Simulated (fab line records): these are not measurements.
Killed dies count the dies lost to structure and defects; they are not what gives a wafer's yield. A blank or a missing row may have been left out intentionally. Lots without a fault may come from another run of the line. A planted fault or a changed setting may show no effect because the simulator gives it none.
fab line records | flow n5Finfet
[record] lots = 3 wafers = 9 lastDay = 18
route steps=1938 shown BEOL_M4@1099 BEOL_M5@1112 BEOL_M11@1554 PASSIVATION@1936
lots untouched by any fault: they come from a run of this same line in which no faults occurred
startH: hours from the record's first day to the start of the lot's first wafer shown | waitH: time in hours since the lot's previous step | " identical to the entry in the row above | L1.1+2: several wafers, shown together as one row | - no value present, or no start provided | * or withheld: withheld | < > ~ a bound
route shown NAME@n: a module of which the file shows steps, and the number in the route of the first | usual: average and standard deviation across the fault-free wafers | same: alike in all rows | chamber/n: place in a boat | sites: readings site by site | _std_site: how widely they spread, as a standard deviation | _edge_site: mean of outer sites minus mean of inner sites | radiusMm: how far each site lies from the wafer's centre | mask NAME#n: copy n | behind: tool/chamber where the wafer was last shaped | hold: what put the lot on hold/how long, in hours/how the hold closed | device: names the non-switching transistor (n, p or np) | end of line: the route-end tests of the same wafers | a step without rows: its recipe alone | killed: count of dies lost to structure and defects at first sort (not the wafer's yield) | map: a wafer's dies, x killed, . not, _ none there
set.NAME: setting as actually run; set.NAME@STEP: the setting as run at that earlier step | model.NAME: the simulator's own value behind a step, which no gauge read
lots at selected steps of the route; one table per step, one row per wafer
services: the hour from which a tool's chamber was out of use, counted from the record's first day as startH (under 0 if before that day), plus the number of hours and why
[[steps]]
[step N5_BEOL_M4_ANNEAL_95]
[recipe] tempC = 400 timeS = 240 ambient = vacuum
[step N5_BEOL_M4_SPUTTER_96]
[recipe] material = Cu targetThkA = 45 tempC = -20 chamberPressurePa = 0.07 powerW = withheld timeS = 8.29
[step N5_BEOL_M4_ECD_50]
[recipe] material = Cu targetThkA = 3000
[step N5_BEOL_M4_ANNEAL_51]
[recipe] tempC = 225 timeS = 90 ambient = N2
[step N5_BEOL_M4_CMP_52]
[recipe] stopOn = SiOC tOverpolishS = 6.8 downForcePsi = 1 platenRpm = 50 clearingPlatenDownForcePsi = 1.5 clearingPlatenRpm = 50 postCmpClean = cuAlkaline targetThkNm = 40 clearingPlatenPadVelocityMS = 0.99484 padVelocityMS = 0.99484
[step N5_BEOL_M4_PRE_CLEAN_60]
[recipe] gas = NH3/H2 timeS = 15 tempC = * rfPowerW = 300
[step N5_BEOL_M4_CO_CAP_55]
[recipe] material = Co targetThkA = 20 tempC = 200 precursor = CCTBA/H2 pressureTorr = 30 timeS = 102.1
[step N5_BEOL_M4_PRE_CLEAN_56]
[recipe] gas = NH3 timeS = 15 tempC = withheld rfPowerW = 300
[step N5_BEOL_M4_DEP_57]
[recipe] material = SiCN targetThkA = 80 tempC = withheld precursor = 3MS/NH3 pressureTorr = 3 rfW = 202 timeS = 14
[step N5_BEOL_M4_RC_MEAS_101]
[usual] DIBL_N = 36.0/1.9 DIBL_P = 35.6/2.2 IOFF_N = 0.15/0.031 IOFF_P = 0.19/0.032 ION_N = 668/11 ION_P = 455/7.2 SS_N = 71.5/0.65 SS_P = 73.4/0.64 VT_N = 251/3.6 VT_P = -253/3.3
// columns lot.wafer tool chamber startH waitH DIBL_N[mV/V] DIBL_P[mV/V] IOFF_N[nA/um] IOFF_P[nA/um] ION_N[uA/um] ION_P[uA/um] SS_N[mV/dec] SS_P[mV/dec] VT_N[mV] VT_P[mV]
L746.3 prober-01 0 241.53 0.3 37.3 38.6 0.19 0.22 679 465 72.7 73.5 245 -250
L746.5 " 0 " " 36.6 38.7 0.17 0.22 670 462 71.8 73.1 251 -251
L746.6 " 0 " " 39.4 41.2 0.22 0.26 690 468 72.8 74.9 245 -248
L747.1 prober-01 0 245.98 0.0 34.8 33.2 0.11 0.16 650 446 70.3 72.5 256 -258
L747.5 " 0 " " 35.6 34.2 0.12 0.16 651 445 71.3 72.6 255 -252
L747.6 " 0 " " 34.7 33.7 0.12 0.16 650 447 70.7 72.6 256 -258
L760.3 prober-02 0 322.74 0.3 36.7 36.8 0.16 0.21 679 462 71.7 74.5 253 -251
L760.4 " 0 " " 34.6 34.9 0.14 0.19 672 459 71.3 73.6 250 -251
L760.5 " 0 " " 35.8 36.5 0.16 0.21 668 459 72.2 73.2 254 -250
[step N5_BEOL_M5_ILD_DEP_00]
[recipe] material = SiCOH_lowk targetThkA = 1406.4 tempC = 300 precursor = DEMS/porogen pressureTorr = 5 rfW = 500 timeS = 25.9
[step N5_BEOL_M5_CURE_79]
[recipe] tempC = 385 timeS = 240 ambient = He/Ar material = SiCOH_lowk
[step N5_BEOL_M5_PECVD_70]
[recipe] material = SiO2 targetThkA = 160 tempC = 400 precursor = TEOS/O2 pressureTorr = 5.5 rfW = 450 teosFlowSccm = 53.8 gas = O2 flowSccm = 3000 timeS = 18
[step N5_BEOL_M5_HM_DEP_02]
[recipe] material = TiN targetThkA = 200 tempC = 25 chamberPressurePa = 0.49996
[step N5_BEOL_M5_COAT_59]
[recipe] resist = SOC tempC = 250 timeS = 60 spinRpm = 1500 resistThkNm = 60
[step N5_BEOL_M5_COAT_60]
[recipe] resist = SiARC tempC = 220 timeS = 60 spinRpm = 1500 resistThkNm = 12
[step N5_BEOL_M5_COAT_71]
[recipe] resist = underlayer tempC = 205 timeS = 60 spinRpm = 1500 resistThkNm = 5
[step N5_BEOL_M5_COAT_05]
[recipe] resist = CAR-EUV spinRpm = 1500 resistThkNm = 30
[step N5_BEOL_M5_EBR_07]
[recipe] solvent = PGMEA ebrWidthMm = 1.5
[step N5_BEOL_M5_SOFTBAKE_06]
[recipe] tempC = 110 timeS = 60 resist = CAR-EUV
[step N5_BEOL_M5_EXPOSE_08]
[recipe] maskId = M5 na = 0.33 sourceShape = annular sigmaInner = 0.4 sigmaOuter = 0.8 polarization = unpolarized targetCdNm = 28 doseMj = 35.75
[step N5_BEOL_M5_PEB_09]
[recipe] pebTempC = 100 pebTimeS = 60 resist = CAR-EUV
[step N5_BEOL_M5_DEVELOP_10]
[recipe] developTimeS = 30 developer = TMAH resist = CAR-EUV rinseLiquid = surfactantRinse dry = airSpin devTempC = 23
[step N5_BEOL_M5_DESCUM_16]
[recipe] chemistry = O2 timeS = 7 sourcePowerW = 50 biasPowerW = 20 pressureMtorr = 20 rfFrequencyHz = 2.712e+07 tempC = 40 resist = CAR-EUV o2FlowSccm = 225
[step N5_BEOL_M5_ETCH_72]
[recipe] chemistry = N2/H2 target = underlayer targetDepthA = 65 maskMaterial = CAR-EUV timeS = 5.2 ionEnergyEv = 200 pressureMtorr = 30 sourceW = 840 biasW = 150 n2FlowSccm = 200 h2FlowSccm = 200 ends = cleared
[step N5_BEOL_M5_ETCH_61]
[recipe] chemistry = CF4 target = SiARC targetDepthA = 156 maskMaterial = CAR-EUV timeS = 26 ionEnergyEv = 80 pressureMtorr = 40 sourceW = 545 biasW = 36 Ar_flow_sccm = 100 cf4FlowSccm = 100 ends = cleared
[step N5_BEOL_M5_ETCH_62]
[recipe] chemistry = N2/H2 target = SOC targetDepthA = 750 overetchA = 150 maskMaterial = SiARC tempC = 40 timeS = 112.5 ionEnergyEv = 200 pressureMtorr = 30 sourceW = 840 biasW = 150 n2FlowSccm = 200 h2FlowSccm = 200
[step N5_BEOL_M5_STRIP_63]
[recipe] chemistry = N2/H2 tempC = 40 n2FlowSccm = 200 h2FlowSccm = 200 rfFrequencyHz = 6e+07
[step N5_BEOL_M5_STRIP_73]
[recipe] chemistry = N2/H2 tempC = 40 n2FlowSccm = 200 h2FlowSccm = 200 rfFrequencyHz = 6e+07
[step N5_BEOL_M5_STRIP_64]
[recipe] chemistry = CF4 resist = SiARC powerW = 300 biasPowerW = 75 pressureMtorr = 50 cf4FlowSccm = 150 rfFrequencyHz = 6e+07
[step N5_BEOL_M5_HM_OPEN_17]
[recipe] chemistry = Cl2/BCl3 targetDepthA = 200 overetchA = 60 target = TiN maskMaterial = SOC ionEnergyEv = 150 pressureMtorr = 10 icpW = 1000 biasW = 126 Cl2_flow_sccm = 53.25 bcl3FlowSccm = 21.75 Ar_flow_sccm = 25
[step N5_BEOL_M5_STRIP_19]
[recipe] chemistry = O2 powerW = 400 tempC = 40 pressureMtorr = 30 rfFrequencyHz = 6e+07 biasPowerW = 0 overashFraction = 0.2 o2FlowSccm = 225
[step N5_BEOL_M5_COAT_65]
[recipe] resist = SOC tempC = 250 timeS = 60 spinRpm = 1500 resistThkNm = 60
[step N5_BEOL_M5_COAT_66]
[recipe] resist = SiARC tempC = 220 timeS = 60 spinRpm = 1500 resistThkNm = 12
[step N5_BEOL_M11_ETCH_62]
[recipe] chemistry = N2/H2 target = SOC targetDepthA = 1100 overetchA = 220 maskMaterial = SiARC tempC = 40 timeS = 165 ionEnergyEv = 200 pressureMtorr = 30 sourceW = 840 biasW = 150 n2FlowSccm = 200 h2FlowSccm = 200
[usual] drypumpMotorCurrentA = 5.6/0.49 oesProductAu = 0.70/0.082 rfVppV = 524.5/2.7 showerheadPlenumPTorr = 2.55/0.094 throttleValvePct = 17.58/0.21
// columns lot.wafer tool chamber startH waitH drypumpMotorCurrentA oesProductAu rfHoursCounterH rfVppV showerheadPlenumPTorr throttleValvePct model.etch.depthNm model.SiARC_of_BEOL_M11_COAT_60.thkNm model.BEOL_M11.cdOffsetNm
L747.1 rieDiel-03 3 300.39 0.0 5.2 0.67 88 523.4 2.57 17.72 100.1 23.6 0.8
L747.5 " 0 " " 5.1 0.59 - 526.4 2.60 17.78 100.2 23.4 0.8
L747.6 " 1 " " 6.3 0.75 - 522.6 2.48 17.29 100.3 23.4 0.6
L746.3 rieDiel-03 2 300.69 0.0 5.6 0.78 14 525.2 2.60 17.42 99.93 23.6 0.6
L746.5 " 0 " " 5.1 0.59 - 526.5 2.60 17.78 99.93 23.2 0.8
L746.6 " 1 " " 6.4 0.71 - 523.4 2.48 17.28 90.7 25.6 0.4
L760.3 rieDiel-05 0 385.24 0.0 5.6 0.74 49 522.2 2.48 17.69 99.7 23.6 0.4
L760.4 " 2 " " 5.6 0.76 39 527.3 2.69 17.52 99.56 23.2 0.2
L760.5 " 1 " " 5.4 0.67 - 527.8 2.66 17.52 99.44 23.2 0.4
[step N5_BEOL_M11_HM_OPEN_17]
[recipe] chemistry = Cl2/BCl3 targetDepthA = 200 overetchA = 60 target = TiN maskMaterial = SOC ionEnergyEv = 150 pressureMtorr = 10 icpW = 1000 biasW = 126 Cl2_flow_sccm = 53.25 bcl3FlowSccm = 21.75 Ar_flow_sccm = 25
[usual] drypumpMotorCurrentA = 5.9/0.59 oesProductAu = 0.67/0.061 throttleValvePct = 22.09/0.2
// columns lot.wafer tool chamber startH waitH drypumpMotorCurrentA oesProductAu rfHoursCounterH throttleValvePct model.BEOL_M11.cdOffsetNm
L747.1 rieMetal-03 0 300.58 0.0 5.7 0.74 20 21.87 0.8
L747.5 " 1 " " 6.7 0.69 - 21.97 0.6
L747.6 " 0 " " 5.8 0.74 - 21.87 0.6
L746.3 rieMetal-02 1 300.91 0.1 5.6 0.59 - 22.44 0.6
L746.5 " 1 " " 5.5 0.58 - 22.44 1
L746.6 " 0 " " 6.5 0.47 - 22.39 0.6
L760.3 rieMetal-02 0 385.45 0.1 6.6 0.73 - 21.97 0.6
L760.4 " 1 " " 5.5 0.58 - 22.46 0.2
L760.5 " 0 " " 6.6 0.74 - 21.95 0.6
[step N5_BEOL_M11_CD_MEAS_18]
[recipe] pitchNm = 140 targetCdNm = 70
[usual] cdNm = 70.0/0.66
// columns lot.wafer tool chamber startH waitH cdNm
L747.1 cdSem-01 - 300.76 0.0 70.9
L747.5 " - " " 70.7
L747.6 " - " " 70.6
L746.3 cdSem-03 - 301.07 0.1 70.8
L746.5 " - " " 71.1
L746.6 " - " " -
L760.3 cdSem-02 - 385.81 0.1 70.6
L760.4 " - " " 70.3
L760.5 " - " " 70.6
[step N5_BEOL_M11_VIA_ETCH_34]
[recipe] chemistry = C4F6/O2 target = SiCOH_lowk targetDepthA = 1845 maskMaterial = SOC taperDeg = 4 timeS = 69.2 ionEnergyEv = 250 pressureMtorr = 30 sourceW = 345 biasW = 185 Ar_flow_sccm = 300 C4F6_flow_sccm = 10 O2_flow_sccm = 10
[usual] drypumpMotorCurrentA = 5.7/0.48 oesProductAu = 0.80/0.096 rfVppV = 674/8.2 showerheadPlenumPTorr = 2.86/0.091 throttleValvePct = 20.75/0.24
// columns lot.wafer tool chamber startH waitH drypumpMotorCurrentA oesProductAu rfHoursCounterH rfVppV showerheadPlenumPTorr throttleValvePct
L746.3 rieDiel-03 3 303.07 0.0 5.1 0.79 89 685 2.90 20.87
L746.5 " 3 " " 5.2 0.79 - 685 2.90 20.87
L746.6 " 2 " " 5.6 0.35 - 676 2.89 20.26
L747.1 rieDiel-03 0 303.54 0.0 5.1 0.70 232 683 2.91 20.87
L747.5 " 1 " " 6.4 0.90 - 663 2.79 20.46
L747.6 " 2 " " 5.7 0.92 - 677 2.89 20.40
L760.3 rieDiel-03 1 388.12 0.0 6.4 0.84 60 664 2.78 20.50
L760.4 " 3 " " 5.1 0.76 120 685 2.88 20.91
L760.5 " 2 " " 5.6 0.87 - 676 2.88 20.46
[step N5_BEOL_M11_OCD_MEAS_38]
[usual] trenchDepthNm = 148/3.2
// columns lot.wafer tool chamber startH waitH trenchDepthNm
L746.3 ocd-01 - 303.36 - 149
L746.5 " - " " 149
L746.6 " - " " 1
L747.1 ocd-01 - 303.82 - 150
L747.5 " - " " 151
L747.6 " - " " 148
L760.3 ocd-01 - 388.41 - 148
L760.4 " - " " 149
L760.5 " - " " 149
[step N5_BEOL_M11_CD_MEAS_35]
[recipe] targetCdNm = 70 polarity = opening
[usual] cdNm = 70.0/0.67
// columns lot.wafer tool chamber startH waitH cdNm
L746.3 cdSem-01 - 303.51 0.0 70.7
L746.5 " - " " 71.3
L746.6 " - " " -
L747.1 cdSem-01 - 303.97 0.0 70.6
L747.5 " - " " 70.4
L747.6 " - " " 70.6
L760.3 cdSem-03 - 388.56 0.0 70.2
L760.4 " - " " 70.1
L760.5 " - " " 70.3
[step N5_PASSIVATION_PROBE_49]
[usual] defectLimitedYield = 91.3/1.4 killed_at_M0_to_M3 = 34/10 killed_at_M4_up = 14/5.5 killedAtContacts = 12/6 killedAtFrontEnd = 40/10 killedAtOther = 3.0/2.4 killedDies = 103/17 killedOnRim = 13/4.3 killedOpen = 68/13 killedShort = 34/7.8 sort_bin_5_function = 5.1/0.97 sort_bin_6_memory = 3.3/0.66 sort_bin_8_speed = 0.02/0.12 sortNPass = 1077/17 sortYieldPct = 91.2/1.4
[same] grossDies = 1180 killedAtBackSide = 0 sort_bin_4_leakage[%] = 0
// columns lot.wafer tool chamber startH waitH defectLimitedYield[%] killed_at_M0_to_M3 killed_at_M4_up killedAtContacts killedAtFrontEnd killedAtOther killedDies killedOnRim killedOpen killedShort sort_bin_5_function[%] sort_bin_6_memory[%] sort_bin_8_speed[%] sortNPass sortYieldPct[%]
L746.6 prober-02 - 347.83 0.3 0.1 31 1092 10 46 0 1179 152 69 32 96.9 2.7 0 1 0.1
L760.3 prober-02 - 424.53 0.1 90.8 33 23 13 37 3 109 14 77 32 4.8 4.2 0 1071 90.8
// killed by level:class
L746.6 BEOL_M11:areaEtch=1077 STI_FIN_REVEAL:geometricParticle:open=11 BEOL_M0_SAQP:geometricParticle:short=9 DUMMY_GATE:geometricParticle:open=8 MOL_CONTACT_COAG:geometricParticle:open=8 BEOL_M0_SAQP:geometricParticle:open=7 BEOL_M1:geometricParticle:open=6 BEOL_M4:geometricParticle:open=6
L760.3 BEOL_M4:geometricParticle:open=16 MOL_CONTACT_COAG:geometricParticle:open=11 FIN_SAQP:geometricParticle:short=9 BEOL_M1:geometricParticle:open=8 STI_FIN_REVEAL:geometricParticle:open=7 BEOL_M2:geometricParticle:open=7 FIN_SAQP:geometricParticle:open=6 STI_FIN_REVEAL:geometricParticle:short=5
// map L746.6 (x killed, . not)
_________________xxxxxxxxxxxx________________
______________xxxxxxxxxxxxxxxxxx_____________
___________xxxxxxxxxxxxxxxxxxxxxxxx__________
__________xxxxxxxxxxxxxxxxxxxxxxxxxx_________
________xxxxxxxxxxxxxxxxxxxxxxxxxxxxxx_______
_______xxxxxxxxxxxxxxxxxxxxxxxxxxxxxxxx______
______xxxxxxxxxxxxxxxxxxxxxxxxxxxxxxxxxx_____
_____xxxxxxxxxxxxxxxxxxxxxxxxxxxxxxxxxxxx____
____xxxxxxxxxxxxxxxxxxxxxxxxxxxxxxxxxxxxxx___
___xxxxxxxxxxxxxxxxxxxxxxxxxxxxxxxxxxxxxxxx__
___xxxxxxxxxxxxxxx.xxxxxxxxxxxxxxxxxxxxxxxx__
__xxxxxxxxxxxxxxxxxxxxxxxxxxxxxxxxxxxxxxxxxx_
__xxxxxxxxxxxxxxxxxxxxxxxxxxxxxxxxxxxxxxxxxx_
_xxxxxxxxxxxxxxxxxxxxxxxxxxxxxxxxxxxxxxxxxxxx
_xxxxxxxxxxxxxxxxxxxxxxxxxxxxxxxxxxxxxxxxxxxx
_xxxxxxxxxxxxxxxxxxxxxxxxxxxxxxxxxxxxxxxxxxxx
_xxxxxxxxxxxxxxxxxxxxxxxxxxxxxxxxxxxxxxxxxxxx
_xxxxxxxxxxxxxxxxxxxxxxxxxxxxxxxxxxxxxxxxxxxx
_xxxxxxxxxxxxxxxxxxxxxxxxxxxxxxxxxxxxxxxxxxxx
_xxxxxxxxxxxxxxxxxxxxxxxxxxxxxxxxxxxxxxxxxxxx
_xxxxxxxxxxxxxxxxxxxxxxxxxxxxxxxxxxxxxxxxxxxx
__xxxxxxxxxxxxxxxxxxxxxxxxxxxxxxxxxxxxxxxxxx_
__xxxxxxxxxxxxxxxxxxxxxxxxxxxxxxxxxxxxxxxxxx_
___xxxxxxxxxxxxxxxxxxxxxxxxxxxxxxxxxxxxxxxx__
___xxxxxxxxxxxxxxxxxxxxxxxxxxxxxxxxxxxxxxxx__
____xxxxxxxxxxxxxxxxxxxxxxxxxxxxxxxxxxxxxx___
_____xxxxxxxxxxxxxxxxxxxxxxxxxxxxxxxxxxxx____
______xxxxxxxxxxxxxxxxxxxxxxxxxxxxxxxxxx_____
_______xxxxxxxxxxxxxxxxxxxxxxxxxxxxxxxx______
________xxxxxxxxxxxxxxxxxxxxxxxxxxxxxx_______
__________xxxxxxxxxxxxxxxxxxxxxxxxxx_________
___________xxxxxxxxxxxxxxxxxxxxxxxx__________
______________xxxxxxxxxxxxxxxxxx_____________
_________________xxxxxxxxxxxx________________
// map L747.1 (x killed, . not)
_________________............________________
______________..........x......._____________
___________............x...........__________
__________...x......................_________
________......x..........x..x.x....x.._______
_______..x.x...x.....................x.______
______....x.....x..x..........x...x..x.._____
_____.x.............................x....____
____...............................x......___
___.x........................x.............__
___........x..x.....x..............x.x.....__
__.........x.......x........x....x......x..x_
__..x.........x..xx........x................_
_...........xx.x................x...x...x....
_.............xx.......x...x....x.x..........
_.....xx.............x....x..x...x...........
_.....x.x.........x..x...x....x.x.......x..xx
_.............x.............................x
_.....x......................................
_.....x........x.x................x..........
_................x...x.......................
__........................x.x...x..........x_
__...........xxx.......xx..x................_
___.....x.........x.........xx.....xx.x....__
___........................................__
____.....x...............x..x...........x.___
_____........x.....x.............x......x____
______.x....x..x........................_____
_______..........x...x.......x........x______
________........x....................._______
__________..........x..x.....x......_________
___________.........x.....x........__________
______________..x........x......_____________
_________________........x...________________
[[services]]
// columns tool chamber startH hours kind
rieMetal-02 0 284.47 3.0 repair
rieMetal-02 1 307.00 6.2 repair
rieDiel-05 1 330.57 3.3 repair
rieDiel-03 2 333.39 19.1 repair
rieDiel-05 - 333.75 0.4 repair
rieMetal-03 1 351.35 12.2 repair
rieDiel-03 0 358.36 - clean
rieDiel-03 0 358.36 - consumableReplace:focusRing
rieDiel-03 0 358.36 16.2 scheduledDown
rieDiel-03 0 358.36 16.2 ventCycle
rieDiel-05 - 385.81 4.3 pm
[[key]]
[firstSign] step = N5_BEOL_M11_HM_OPEN_17 reading = oesProductAu direction = down sigmas = 3.3 usual = 0.67 struck = 0.47
[effect] step = N5_BEOL_M11_CD_MEAS_18 reading = cdNm direction = missing
[effect] step = N5_BEOL_M11_VIA_ETCH_34 reading = oesProductAu direction = down sigmas = 4.8 usual = 0.80 struck = 0.35
[effect] step = N5_BEOL_M11_OCD_MEAS_38 reading = trenchDepthNm direction = down sigmas = 46 usual = 148 struck = 1
[effect] step = N5_BEOL_M11_CD_MEAS_35 reading = cdNm direction = missing
[effect] step = N5_PASSIVATION_PROBE_49 reading = killed_at_M4_up direction = up sigmas = 99+ usual = 14 struck = 1092
[modelEffect] step = N5_BEOL_M11_ETCH_62 value = etch.depthNm without = 100 struck = 90.7
[modelEffect] step = N5_BEOL_M11_HM_OPEN_17 value = BEOL_M11.cdOffsetNm without = 1.6 struck = 0.6
[moreKillsBornAt] N5_BEOL_M11_ETCH_62@rieDiel-03 = 1077
metAt N5_BEOL_M11_ETCH_62
struckWafers L746.6
laterRowsLeftOut L746.6
onsetBetween 300.39 300.69
[fault] kind = processParameterDrift tool = rieDiel-03 chamber = 1 onsetH = 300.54 steps = N5_BEOL_M11_ETCH_62 channel = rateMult offset = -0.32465 shape = step endH = 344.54
// laterRowsLeftOut: the simulator's readings of these wafers behind a module that went badly wrong aren't trusted and aren't shown, but for the sort
